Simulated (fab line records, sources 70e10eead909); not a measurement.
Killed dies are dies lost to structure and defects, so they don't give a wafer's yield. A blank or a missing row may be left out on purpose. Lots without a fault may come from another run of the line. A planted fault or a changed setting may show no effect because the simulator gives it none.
fab line records | flow nand_harc
record lots=24 wafers=72 last_day=24
route steps=1159 shown P_CONTACT@232 P_M0@284 P_M1@300 P_M2@331
lots that met no fault: from a run of the same line without faults
start_h: hours from the record's first day to the start of the lot's first wafer shown | wait_h: hours since the lot's step before | " the same as in the row above | L1.1+2: a row that stands for several wafers | - no value, or no start given | * or withheld: withheld | < > ~ a bound
route shown NAME@n: a module of which the file shows steps, and the number in the route of the first | usual: mean/standard deviation of fault-free wafers | same: alike in all rows | chamber/n: place in a boat | sites: the reading at each site | _std_site: their standard deviation | _edge_site: outer sites' mean less inner sites' | radius_mm: how far each site lies from the wafer's centre | mask NAME#n: copy n | behind: the tool/chamber that last shaped the wafer | hold: why the lot was held/for how many hours/how that ended | device: the transistor (n, p or np) that didn't switch | end of line: the same wafers' tests at the end of the route | a step without rows: its recipe alone | killed: dies lost to structure and defects at the first sort, not the wafer's yield | map: a wafer's dies, x killed, . not, _ none there
set.NAME: the setting as run; set.NAME@STEP: as run at that earlier step | model.NAME: the simulator's own value behind a step, which no gauge read
steps of the route over a sample of lots; a table a step, a row a wafer
services: from which hour (start_h, from the record's first day; less than 0 if before it) a tool's chamber was out of use, for how many hours, and why
## steps
# step NHARC_P_CONTACT_CD_MEAS_12
# recipe target_cd_nm=90 landing_energy_ev=500
# usual cd_nm=90.6/0.64
# columns lot.wafer tool chamber start_h wait_h cd_nm
L074.1 cd_sem-02 0 103.95 - 90.3
L074.5 " 0 " " 91.4
L074.6 " 0 " " 90.4
L076.4 cd_sem-01 0 121.84 - 90.3
L076.5 " 0 " " 91.0
L076.6 " 0 " " 90.9
L075.1 cd_sem-01 0 122.92 - 90.7
L075.3 " 0 " " 90.7
L075.6 " 0 " " 91.7
L078.1 cd_sem-01 0 126.07 - 90.9
L078.5 " 0 " " 90.9
L078.6 " 0 " " 90.4
L077.1 cd_sem-01 0 130.60 - 89.9
L077.4 " 0 " " 90.2
L077.6 " 0 " " 90.1
L079.1 cd_sem-02 0 138.36 - 90.1
L079.2 " 0 " " 89.6
L079.6 " 0 " " 88.9
L080.1 cd_sem-01 0 146.44 - 91.0
L080.3 " 0 " " 90.9
L080.5 " 0 " " 91.3
L081.2 cd_sem-01 0 153.22 - 91.5
L081.3 " 0 " " 90.1
L081.6 " 0 " " 90.6
L082.1 cd_sem-01 0 158.88 - 89.7
L082.4 " 0 " " 89.4
L082.6 " 0 " " 90.1
L083.1 cd_sem-02 0 159.98 - 90.8
L083.2 " 0 " " 91.3
L083.6 " 0 " " 90.7
L084.2 cd_sem-03 0 164.24 - 89.9
L084.4 " 0 " " 89.5
L084.6 " 0 " " 90.1
L088.2 cd_sem-03 0 184.96 - 91.3
L088.3 " 0 " " 91.9
L088.6 " 0 " " 90.6
L085.1 cd_sem-01 0 185.89 - 90.4
L085.2 " 0 " " 90.4
L085.3 " 0 " " 90.8
L086.1 cd_sem-03 0 185.92 - 90.1
L086.2 " 0 " " 91.2
L086.5 " 0 " " 90.2
L087.1 cd_sem-02 0 191.56 - 89.9
L087.4 " 0 " " 89.5
L087.6 " 0 " " 90.0
L089.1 cd_sem-03 0 204.14 - 90.4
L089.4 " 0 " " 90.9
L089.6 " 0 " " 90.6
L090.1 cd_sem-03 0 205.33 - 90.7
L090.3 " 0 " " 90.8
L090.6 " 0 " " 89.6
L091.4 cd_sem-01 0 209.29 - 91.6
L091.5 " 0 " " 90.3
L091.6 " 0 " " 91.5
L093.2 cd_sem-02 0 222.83 - 90.3
L093.3 " 0 " " 90.7
L093.4 " 0 " " 91.5
L092.3 cd_sem-02 0 223.67 - 90.7
L092.4 " 0 " " 91.3
L092.6 " 0 " " 91.3
L095.1 cd_sem-03 0 232.05 - 90.3
L095.3 " 0 " " 90.1
L095.6 " 0 " " 89.3
L094.1 cd_sem-02 0 232.36 - 90.5
L094.2 " 0 " " 91.2
L094.5 " 0 " " 92.3
L096.1 cd_sem-03 0 247.47 - 90.8
L096.2 " 0 " " 90.9
L096.6 " 0 " " 90.1
L097.3 cd_sem-02 0 248.43 - 90.2
L097.4 " 0 " " 90.4
L097.6 " 0 " " 91.2
# step NHARC_P_CONTACT_ALD_22
# recipe target_thk_a=30 pulse_time_s=1 ald_cycles=150 temp_c=450 material=TiN
# usual heater_power_w=1161/140 precursor_pulse_height_rel=1.001/0.019
# same ald_cycles=150
# columns lot.wafer tool chamber start_h wait_h heater_power_w precursor_pulse_height_rel
L074.1 ald_metal-03 2 106.11 - 1535 1.019
L074.6 " 3 " " 1135 0.979
L074.5 " 0 " " 1021 0.988
L076.4 ald_metal-01 2 123.92 - 976 1.013
L076.5 " 0 " " 1224 0.986
L076.6 " 1 " " 1113 0.996
L075.3 ald_metal-03 1 125.14 0.1 1104 0.988
L075.1 " 0 " " 1001 1.007
L075.6 " 2 " " 1532 1.009
L078.1 ald_metal-01 0 128.43 - 1217 1.021
L078.5 " 3 " " 1137 1.024
L078.6 " 0 " " 1221 1.007
L077.4 ald_metal-01 1 132.60 - 1140 1.002
L077.1 " 3 " " 1151 0.999
L077.6 " 2 " " 981 1.020
L079.2 ald_metal-03 3 140.59 - 1109 1.035
L079.1 " 1 " " 1124 1.009
L079.6 " 3 " " 1133 0.986
L080.3 ald_metal-02 2 148.56 - 1142 1.005
L080.1 " 3 " " 1152 0.991
L080.5 " 1 " " 1154 1.030
L081.3 ald_metal-03 3 155.25 - 1173 1.013
L081.2 " 0 " " 1021 0.997
L081.6 " 3 " " 1235 1.026
L082.4 ald_metal-01 2 160.91 - 977 1.025
L082.1 " 0 " " 1243 1.034
L082.6 " 1 " " 1155 0.995
L083.2 ald_metal-03 1 162.01 - 1163 1.019
L083.1 " 3 " " 1160 0.948
L083.6 " 1 " " 1179 1.008
L084.4 ald_metal-03 0 166.28 - 1023 0.981
L084.2 " 2 " " 1505 0.971
L084.6 " 3 " " 1182 0.978
L088.3 ald_metal-03 2 186.99 - 1425 1.001
L088.2 " 0 " " 1040 0.996
L088.6 " 2 " " 1504 1.004
L085.3 ald_metal-01 1 187.93 - 1148 0.989
L085.2 " 2 " " 986 1.005
L085.1 " 3 " " 1131 0.970
L086.1 ald_metal-03 3 188.46 - 1182 0.959
L086.2 " 2 " " 1491 0.978
L086.5 " 3 " " 1168 1.002
L087.1 ald_metal-01 2 193.60 - 994 0.982
L087.4 " 3 " " 1187 1.030
L087.6 " 1 " " 1128 1.026
L089.1 ald_metal-03 1 206.20 - 1160 1.000
L089.4 " 2 " " 1482 0.980
L089.6 " 3 " " 1155 0.982
L090.3 ald_metal-01 2 207.40 - 993 1.008
L090.1 " 0 " " 1200 1.000
L090.6 " 2 " " 980 0.982
L091.4 ald_metal-03 2 211.38 - 1480 1.013
L091.5 " 0 " " 1018 1.043
L091.6 " 1 " " 1179 1.024
L093.3 ald_metal-02 0 224.85 - 1065 1.013
L093.2 " 1 " " 1129 1.009
L093.4 " 3 " " 1155 0.986
L092.3 ald_metal-03 0 225.72 - 997 1.031
L092.4 " 1 " " 1155 1.006
L092.6 " 0 " " 1041 1.015
L095.1 ald_metal-03 2 234.11 - 1458 0.972
L095.3 " 3 " " 1168 1.032
L095.6 " 1 " " 1171 0.951
L094.1 ald_metal-02 2 234.41 - 1171 1.005
L094.2 " 0 " " 1021 0.994
L094.5 " 2 " " 1166 0.994
L096.1 ald_metal-01 1 249.48 - 1131 1.012
L096.2 " 0 " " 1225 1.017
L096.6 " 2 " " 990 0.987
L097.3 ald_metal-02 3 250.61 - 1164 0.972
L097.4 " 1 " " 1130 1.015
L097.6 " 3 " " 1176 1.022
# step NHARC_P_M0_DEP_32
# recipe target_thk_a=300 temp_c=370 target_thk_nm=30 pressure_torr=3 flow_sccm=200 rf_w=450 material=SiCN
# usual chamber_pressure_Torr=3.001/0.0068 heater_power_w=569/82 rf_fwd_power_W=448.8/1.3 showerhead_vpp_V=1299/61
# columns lot.wafer tool chamber start_h wait_h chamber_pressure_Torr heater_power_w rf_fwd_power_W showerhead_vpp_V
L074.1 pecvd-02 2 113.16 0.1 2.995 617 447.6 1256
L074.6 " 1 " " 2.999 737 449.5 1300
L074.5 " 2 " " 2.996 620 448.3 1262
L076.5 pecvd-01 2 135.74 0.2 3.004 558 447.6 1319
L076.4 " 0 " " 3.005 487 450.7 1215
L076.6 " 1 " " 2.998 586 449.9 1330
L075.3 pecvd-02 0 136.37 0.1 2.999 426 450.2 1259
L075.1 " 1 " " 3.011 809 449.6 1302
L075.6 " 1 " " 3.006 795 449.5 1304
L078.1 pecvd-01 1 138.10 0.1 3.001 624 447.5 1348
L078.6 " 0 " " 3.009 487 448.0 1236
L078.5 " 1 " " 3.003 626 448.1 1336
L077.1 pecvd-01 1 141.86 0.1 3.002 517 447.8 1346
L077.4 " 1 " " 3.003 503 447.8 1356
L077.6 " 2 " " 3.013 586 449.9 1323
L079.1 pecvd-01 2 149.96 0.1 3.007 559 451.7 1336
L079.2 " 1 " " 2.999 587 451.4 1348
L079.6 " 1 " " 3.001 568 447.6 1346
L080.3 pecvd-01 1 156.19 0.1 2.996 583 449.3 1337
L080.1 " 0 " " 3.001 476 450.8 1221
L080.5 " 1 " " 3.005 606 449.1 1335
L081.2 pecvd-03 2 162.69 0.1 3.002 564 451.1 1302
L081.3 " 0 " " 2.994 514 448.8 1451
L081.6 " 0 " " 2.987 521 449.6 1465
L082.1 pecvd-01 1 165.99 0.1 3.002 525 448.7 1336
L082.4 " 1 " " 2.995 541 448.7 1357
L082.6 " 2 " " 2.989 574 448.0 1344
L083.1 pecvd-01 2 167.48 0.1 3.007 554 449.0 1353
L083.2 " 1 " " 3.004 538 448.4 1332
L083.6 " 1 " " 3.012 550 446.5 1347
L084.2 pecvd-01 2 171.31 0.1 2.994 507 447.9 1295
L084.4 " 2 " " 3.006 489 449.2 1339
L084.6 " 2 " " 3.003 503 450.1 1302
L088.3 pecvd-02 1 196.69 0.1 3.007 699 447.2 1284
L088.2 " 2 " " 3.003 562 449.2 1255
L088.6 " 0 " " 2.994 518 448.1 1233
L085.3 pecvd-01 1 197.28 0.1 2.998 554 449.4 1348
L085.2 " 2 " " 2.992 581 447.3 1323
L085.1 " 0 " " 3.002 545 451.0 1219
L086.2 pecvd-02 0 197.92 0.1 2.982 525 449.6 1265
L086.1 " 1 " " 2.994 728 448.7 1283
L086.5 " 1 " " 2.983 731 448.3 1305
L087.1 pecvd-01 1 199.61 0.1 2.988 594 447.8 1337
L087.4 " 2 " " 2.999 509 447.8 1333
L087.6 " 0 " " 3.002 538 447.4 1218
L089.1 pecvd-02 2 215.38 0.1 2.998 510 447.8 1250
L089.6 " 2 " " 2.996 513 448.6 1261
L089.4 " 0 " " 3.004 492 445.0 1225
L090.1 pecvd-01 1 216.01 0.1 2.994 555 449.7 1340
L090.3 " 0 " " 2.997 546 450.2 1234
L090.6 " 1 " " 2.995 540 449.6 1333
L091.6 pecvd-02 0 219.31 0.2 3.017 492 447.6 1251
L091.5 " 1 " " 2.997 702 448.5 1296
L091.4 " 2 " " 3.006 600 448.1 1288
L093.3 pecvd-02 2 230.42 0.1 2.997 552 447.4 1264
L093.2 " 1 " " 3.005 690 450.0 1303
L093.4 " 2 " " 3.006 568 447.2 1285
L092.3 pecvd-02 2 230.85 0.1 3.009 534 448.5 1258
L092.6 " 2 " " 3.005 536 448.7 1269
L092.4 " 1 " " 2.996 788 448.7 1313
L095.1 pecvd-02 1 242.18 0.1 3.005 720 448.7 1313
L095.3 " 0 " " 3.004 444 449.8 1283
L095.6 " 0 " " 3.007 444 448.7 1243
L094.1 pecvd-03 2 242.77 0.1 3.009 605 447.6 1314
L094.2 " 0 " " 2.992 614 448.7 1471
L094.5 " 0 " " 2.999 604 449.4 1478
L096.2 pecvd-01 1 260.02 0.1 2.998 645 449.9 1335
L096.1 " 0 " " 3.005 570 451.1 1214
L096.6 " 2 " " 3.000 508 449.5 1332
L097.3 pecvd-02 2 260.94 0.1 3.004 573 448.1 1245
L097.4 " 1 " " 2.998 786 446.8 1262
L097.6 " 2 " " 3.000 590 449.1 1260
# step NHARC_P_M1_ETCH_15
# recipe target_depth_a=1825 time_s=91.2 c4f8_flow_sccm=withheld ar_flow_sccm=400 rf_w=600 bias_w=300 chemistry=C4F8/Ar
# usual oes_product_au=0.958/0.021 rf_fwd_power_W=595.6/2.3 rf_vpp_V=442.0/1.9
# same time_s=91.2
# columns lot.wafer tool chamber start_h wait_h oes_product_au rf_fwd_power_W rf_hours_counter_h rf_vpp_V
L074.1 rie_diel-08 2 - - 0.894 598.8 10.8 441.0
L074.5 " 3 " " 0.997 594.5 - 443.0
L074.6 " 0 " " 0.901 596.7 - 442.1
L076.4 rie_diel-08 0 - - 0.957 597.5 0.2 444.0
L076.6 " 3 " " 0.965 600.0 - 443.8
L076.5 " 0 " " 0.951 598.0 - 443.6
L075.3 rie_diel-02 3 - - 0.915 596.6 7.2 438.8
L075.1 " 0 " " 0.939 597.3 10.4 440.4
L075.6 " 0 " " 0.931 598.4 - 441.0
L078.1 rie_diel-08 3 - - 0.972 595.9 0.3 444.9
L078.6 " 2 " " 0.949 595.2 - 440.5
L078.5 " 3 " " 0.977 594.2 - 444.5
L077.1 rie_diel-06 2 - - 0.983 595.4 1.6 444.6
L077.4 " 3 " " 0.974 597.6 1.5 444.6
L077.6 " 3 " " 0.967 598.0 - 445.5
L079.2 rie_diel-08 0 - - 0.955 597.6 1.1 440.5
L079.1 " 2 " " 0.948 597.1 1.4 441.1
L079.6 " 0 " " 0.947 596.8 - 442.1
L080.1 rie_diel-06 3 - - 0.958 596.9 1.9 445.3
L080.3 " 2 " " 0.953 593.7 2.0 443.3
L080.5 " 3 " " 0.966 594.0 - 444.8
L081.3 rie_diel-02 1 - - 0.943 596.5 0.1 443.0
L081.2 " 0 " " 0.984 595.2 0.1 440.5
L081.6 " 1 " " 0.945 596.4 - 444.3
L082.4 rie_diel-08 1 - - 0.946 594.4 1.0 440.1
L082.1 " 2 " " 0.937 596.5 2.2 440.3
L082.6 " 1 " " 0.941 592.3 - 440.1
L083.2 rie_diel-06 2 - - 0.977 595.7 2.4 443.5
L083.1 " 0 " " 0.967 593.1 2.4 442.5
L083.6 " 2 " " 0.974 597.1 - 441.2
L084.2 rie_diel-08 0 - - 0.954 595.2 2.6 442.4
L084.4 " 2 " " 0.954 592.3 2.9 441.7
L084.6 " 0 " " 0.944 597.3 - 441.0
L088.3 rie_diel-08 3 - - 0.996 597.3 4.0 443.3
L088.2 " 1 " " 0.932 593.8 3.8 439.7
L088.6 " 2 " " 0.952 594.8 - 441.8
L085.2 rie_diel-08 0 - - 0.947 598.1 4.2 441.1
L085.1 " 1 " " 0.969 592.7 3.8 440.9
L085.3 " 2 " " 0.962 595.9 4.5 441.6
L086.1 rie_diel-08 2 - - 0.965 591.0 4.5 441.7
L086.2 " 0 " " 0.948 593.8 4.3 440.8
L086.5 " 2 " " 0.958 590.6 - 440.6
L087.1 rie_diel-08 0 - - 0.967 598.9 4.3 444.1
L087.4 " 2 " " 0.939 594.4 4.6 439.1
L087.6 " 0 " " 0.960 599.9 - 441.4
L089.4 rie_diel-06 1 - - 0.934 594.3 3.5 438.7
L089.1 " 0 " " 0.940 595.2 3.3 443.2
L089.6 " 2 " " 0.912 592.1 - 440.9
L090.3 rie_diel-06 0 - - 0.956 595.7 3.3 443.4
L090.1 " 2 " " 0.963 589.8 3.3 440.6
L090.6 " 0 " " 0.967 594.7 - 442.4
L091.4 rie_diel-06 1 220.80 - 0.961 595.4 3.6 440.1
L091.5 " 3 " " 0.969 595.7 - 443.5
L091.6 " 0 " " 0.972 596.4 - 441.2
L093.3 rie_diel-06 1 - - 0.949 598.4 4.0 438.5
L093.4 " 2 " " 0.921 595.6 3.8 444.5
L093.2 " 0 " " 0.937 593.9 3.8 443.2
L092.3 rie_diel-02 0 - - 0.966 592.6 5.2 441.3
L092.6 " 2 " " 0.941 598.3 - 444.3
L092.4 " 0 " " 0.972 592.9 - 440.4
L095.1 rie_diel-02 1 - - 0.960 594.6 5.1 444.8
L095.3 " 3 " " 0.997 596.1 5.8 437.9
L095.6 " 0 " " 0.965 597.9 - 440.4
L094.2 rie_diel-08 1 - - 0.958 594.3 7.2 439.2
L094.1 " 0 " " 0.960 599.6 7.1 442.7
L094.5 " 1 " " 0.952 593.0 - 439.2
L096.1 rie_diel-06 2 - - 0.968 593.7 0.2 442.3
L096.2 " 0 " " 0.971 596.0 0.2 442.3
L096.6 " 1 " " 0.983 594.3 - 439.5
L097.3 rie_diel-02 0 - - 0.975 597.6 7.2 441.2
L097.4 " 2 " " 0.951 596.8 7.2 441.8
L097.6 " 3 " " 0.978 594.8 - 440.3
# step NHARC_P_M1_ANNEAL_31
# recipe temp_c=225 time_s=90
# usual wafer_temp_C_max=225.9/0.32
# same time_s=90
# columns lot.wafer tool chamber start_h wait_h wafer_temp_C_max
L074.1 rtp_anneal-02 0 116.31 0.4 225.3
L074.5 " 0 " " 225.6
L074.6 " 0 " " 225.7
L076.4 rtp_anneal-01 0 138.96 0.3 226.1
L076.5 " 0 " " 226.2
L076.6 " 0 " " 226.3
L075.1 rtp_anneal-02 0 139.59 - 225.9
L075.3 " 0 " " 226.0
L075.6 " 0 " " 225.5
L078.1 rtp_anneal-01 0 141.25 0.3 226.4
L078.5 " 0 " " 225.9
L078.6 " 0 " " 225.9
L077.1 rtp_anneal-01 0 144.98 0.3 226.2
L077.4 " 0 " " 226.4
L077.6 " 0 " " 226.7
L079.1 rtp_anneal-02 0 153.12 - 225.8
L079.2 " 0 " " 225.9
L079.6 " 0 " " 225.5
L080.1 rtp_anneal-01 0 159.67 0.3 226.1
L080.3 " 0 " " 225.9
L080.5 " 0 " " 226.3
L081.2 rtp_anneal-02 0 166.26 0.5 226.0
L081.3 " 0 " " 225.5
L081.6 " 0 " " 225.6
L082.1 rtp_anneal-01 0 169.25 - 226.4
L082.4 " 0 " " 226.3
L082.6 " 0 " " 225.9
L083.1 rtp_anneal-01 0 170.81 0.3 226.3
L083.2 " 0 " " 226.3
L083.6 " 0 " " 226.7
L084.2 rtp_anneal-02 0 174.66 - 225.4
L084.4 " 0 " " 225.9
L084.6 " 0 " " 225.8
L088.2 rtp_anneal-01 0 199.80 - 225.5
L088.3 " 0 " " 226.0
L088.6 " 0 " " 226.3
L085.1 rtp_anneal-01 0 200.46 - 225.7
L085.2 " 0 " " 226.2
L085.3 " 0 " " 225.9
L086.1 rtp_anneal-02 0 201.12 0.3 225.7
L086.2 " 0 " " 225.6
L086.5 " 0 " " 225.6
L087.1 rtp_anneal-02 0 202.76 - 225.6
L087.4 " 0 " " 225.5
L087.6 " 0 " " 225.3
L089.1 rtp_anneal-02 0 218.56 0.3 225.5
L089.4 " 0 " " 225.8
L089.6 " 0 " " 225.8
L090.1 rtp_anneal-01 0 219.20 - 226.5
L090.3 " 0 " " 226.0
L090.6 " 0 " " 225.8
L091.4 rtp_anneal-02 0 222.53 0.3 225.5
L091.5 " 0 " " 225.9
L091.6 " 0 " " 225.7
L093.2 rtp_anneal-02 0 233.67 - 225.8
L093.3 " 0 " " 225.5
L093.4 " 0 " " 225.5
L092.3 rtp_anneal-02 0 234.20 0.3 225.8
L092.4 " 0 " " 225.8
L092.6 " 0 " " 226.3
L095.1 rtp_anneal-01 0 245.27 0.3 226.1
L095.3 " 0 " " 226.2
L095.6 " 0 " " 226.4
L094.1 rtp_anneal-01 0 246.15 0.5 225.7
L094.2 " 0 " " 226.4
L094.5 " 0 " " 226.2
L096.1 rtp_anneal-02 0 263.25 0.3 225.4
L096.2 " 0 " " 225.5
L096.6 " 0 " " 225.4
L097.3 rtp_anneal-01 0 264.17 - 226.1
L097.4 " 0 " " 226.1
L097.6 " 0 " " 225.9
# step NHARC_P_M2_DESCUM_14
# recipe time_s=3 o2_flow_sccm=200 ar_flow_sccm=0 bias_power_w=0 chemistry=O2
# usual drypump_motor_current_A=5.7/0.46 oes_product_au=1.006/0.015 rf_vpp_V=57.4/0.81 showerhead_plenum_p_Torr=1.86/0.073 throttle_valve_pct=11.311/0.0099
# same time_s=3
# columns lot.wafer tool chamber start_h wait_h drypump_motor_current_A oes_product_au rf_hours_counter_h rf_vpp_V showerhead_plenum_p_Torr throttle_valve_pct
L074.1 rie_diel-09 2 118.73 0.1 5.5 1.002 1 56.8 1.80 11.308
L074.6 " 2 " " 5.5 1.002 - 57.2 1.80 11.325
L074.5 " 3 " " 5.8 1.028 - 57.2 1.86 11.313
L076.4 rie_diel-09 1 141.12 0.1 6.4 1.009 - 57.7 1.78 11.297
L076.5 " 2 " " 5.5 1.020 - 56.8 1.80 11.332
L076.6 " 3 " " 5.8 1.018 - 58.8 1.86 11.320
L075.3 rie_diel-09 2 141.97 0.1 5.5 1.013 2 56.5 1.80 11.312
L075.1 " 3 " " 5.8 1.022 2 57.7 1.86 11.316
L075.6 " 3 " " 5.7 1.033 - 58.9 1.86 11.293
L078.1 rie_diel-09 3 143.51 0.1 5.7 1.027 2 58.3 1.86 11.305
L078.6 " 2 " " 5.5 0.999 - 56.8 1.80 11.311
L078.5 " 1 " " 6.4 1.004 - 57.1 1.78 11.320
L077.1 rie_diel-09 3 147.41 0.1 5.8 1.022 2 59.0 1.86 11.329
L077.6 " 2 " " 5.5 1.009 - 57.2 1.80 11.300
L077.4 " 3 " " 5.8 1.021 - 55.7 1.86 11.294
L079.1 rie_diel-04 2 155.41 0.1 5.8 1.014 10 58.2 1.98 11.313
L079.2 " 3 " " 5.4 1.010 9 58.3 2.02 11.303
L079.6 " 1 " " 5.0 0.991 - 57.4 1.91 11.309
L080.1 rie_diel-07 2 162.17 0.1 6.6 1.026 35 57.0 1.90 11.284
L080.3 " 3 " " 5.1 1.023 36 57.3 1.94 11.312
L080.5 " 2 " " 6.6 1.024 - 57.4 1.90 11.329
L081.3 rie_diel-09 2 168.62 0.1 5.4 0.994 4 58.0 1.80 11.301
L081.2 " 3 " " 5.8 1.011 4 57.0 1.86 11.296
L081.6 " 3 " " 5.8 1.018 - 58.5 1.86 11.305
L082.1 rie_diel-09 2 171.78 0.1 5.5 1.015 4 56.6 1.80 11.317
L082.4 " 3 " " 5.8 1.029 4 57.7 1.86 11.309
L082.6 " 2 " " 5.5 1.007 - 56.8 1.80 11.317
L083.1 rie_diel-09 1 173.39 0.1 6.4 0.994 4 56.2 1.78 11.332
L083.2 " 2 " " 5.5 1.007 4 57.1 1.80 11.306
L083.6 " 1 " " 6.4 1.000 - 57.8 1.78 11.311
L084.2 rie_diel-09 1 176.88 0.1 6.4 1.010 4 57.3 1.78 11.322
L084.4 " 2 " " 5.4 1.010 - 57.1 1.80 11.325
L084.6 " 3 " " 5.8 1.007 - 57.8 1.86 11.311
L088.3 rie_diel-09 3 202.18 0.1 5.7 1.009 5 57.2 1.86 11.306
L088.2 " 0 " " 5.3 0.966 2 58.0 1.84 11.313
L088.6 " 1 " " 6.4 1.001 - 56.5 1.78 11.306
L085.1 rie_diel-04 3 202.87 0.1 5.4 1.006 19 55.9 2.02 11.301
L085.3 " 0 " " 6.0 1.017 19 55.4 1.90 11.310
L085.2 " 1 " " 5.1 1.000 19 58.0 1.91 11.310
L086.2 rie_diel-09 3 203.42 0.1 5.8 1.020 5 57.7 1.86 11.317
L086.1 " 0 " " 5.3 0.966 2 56.6 1.84 11.324
L086.5 " 3 " " 5.8 1.018 - 57.0 1.86 11.309
L087.1 rie_diel-09 2 205.19 0.1 5.5 1.006 5 57.6 1.80 11.305
L087.4 " 0 " " 5.3 0.979 2 56.0 1.84 11.319
L087.6 " 1 " " 6.4 1.014 - 57.5 1.78 11.312
L089.4 rie_diel-07 1 220.83 0.1 4.9 1.007 59 57.2 1.96 11.297
L089.1 " 3 " " 5.1 1.011 56 58.6 1.94 11.309
L089.6 " 1 " " 4.9 1.008 - 56.8 1.96 11.305
L090.1 rie_diel-04 2 221.58 0.1 5.8 1.014 23 57.7 1.97 11.312
L090.3 " 1 " " 5.0 1.002 24 56.7 1.91 11.318
L090.6 " 3 " " 5.4 1.014 - 57.5 2.02 11.309
L091.4 rie_diel-09 3 224.80 0.1 5.8 0.995 6 57.1 1.86 11.323
L091.5 " 1 " " 6.4 1.012 - 56.0 1.78 11.332
L091.6 " 2 " " 5.5 0.993 - 56.0 1.80 11.308
L093.2 rie_diel-09 2 235.89 0.1 5.5 0.999 6 56.2 1.80 11.305
L093.3 " 3 " " 5.8 1.001 6 57.8 1.86 11.312
L093.4 " 0 " " 5.3 0.966 3 57.1 1.84 11.320
L092.4 rie_diel-04 2 236.57 0.1 5.8 1.004 25 57.2 1.97 11.303
L092.3 " 0 " " 5.9 1.031 27 58.1 1.89 11.298
L092.6 " 3 " " 5.4 1.011 - 59.1 2.02 11.302
L095.1 rie_diel-07 3 247.51 0.1 5.1 0.992 1 57.4 1.94 11.304
L095.3 " 0 " " 5.1 0.991 1 58.1 2.08 11.310
L095.6 " 3 " " 5.1 0.991 - 56.4 1.94 11.316
L094.1 rie_diel-09 3 248.68 0.1 5.8 1.014 7 57.6 1.86 11.319
L094.2 " 1 " " 6.4 1.016 6 57.7 1.78 11.307
L094.5 " 1 " " 6.4 1.013 - 56.6 1.78 11.317
L096.1 rie_diel-09 3 265.63 0.1 5.7 1.007 0 57.8 1.86 11.322
L096.2 " 1 " " 6.4 1.043 0 56.7 1.78 11.298
L096.6 " 0 " " 5.3 0.975 - 57.8 1.84 11.316
L097.3 rie_diel-04 1 266.34 0.1 5.0 0.998 32 57.8 1.91 11.305
L097.4 " 2 " " 5.8 1.015 30 57.5 1.97 11.305
L097.6 " 1 " " 5.0 1.019 - 57.8 1.91 11.310
## services
# columns tool chamber start_h hours kind
rie_diel-02 3 83.66 6.2 repair
rie_diel-08 1 86.30 12.2 repair
rie_diel-09 1 100.84 5.4 repair
ald_metal-01 - 102.00 10.0 pm
pecvd-02 - 111.21 0.7 repair
rie_diel-08 - 124.80 9.0 pm
rie_diel-09 0 138.91 27.4 repair
rie_diel-08 1 142.55 12.7 repair
ald_metal-03 - 144.00 10.0 pm
pecvd-02 - 153.67 13.0 pm
pecvd-01 0 162.30 10.5 repair
rie_diel-09 1 165.45 4.5 repair
pecvd-02 - 168.86 2.6 repair
rie_diel-09 0 176.42 9.6 repair
rie_diel-06 2 182.29 6.3 repair
pecvd-01 2 182.47 6.4 repair
rie_diel-06 - 187.08 1.7 repair
rie_diel-09 0 189.71 8.1 repair
rie_diel-08 - 223.26 0.2 repair
rie_diel-09 0 236.87 25.4 repair
pecvd-01 - 237.10 13.0 pm
rie_diel-06 - 241.20 9.0 pm
rie_diel-09 - 254.10 9.0 pm
pecvd-01 - 262.27 2.1 repair
## key
fault none
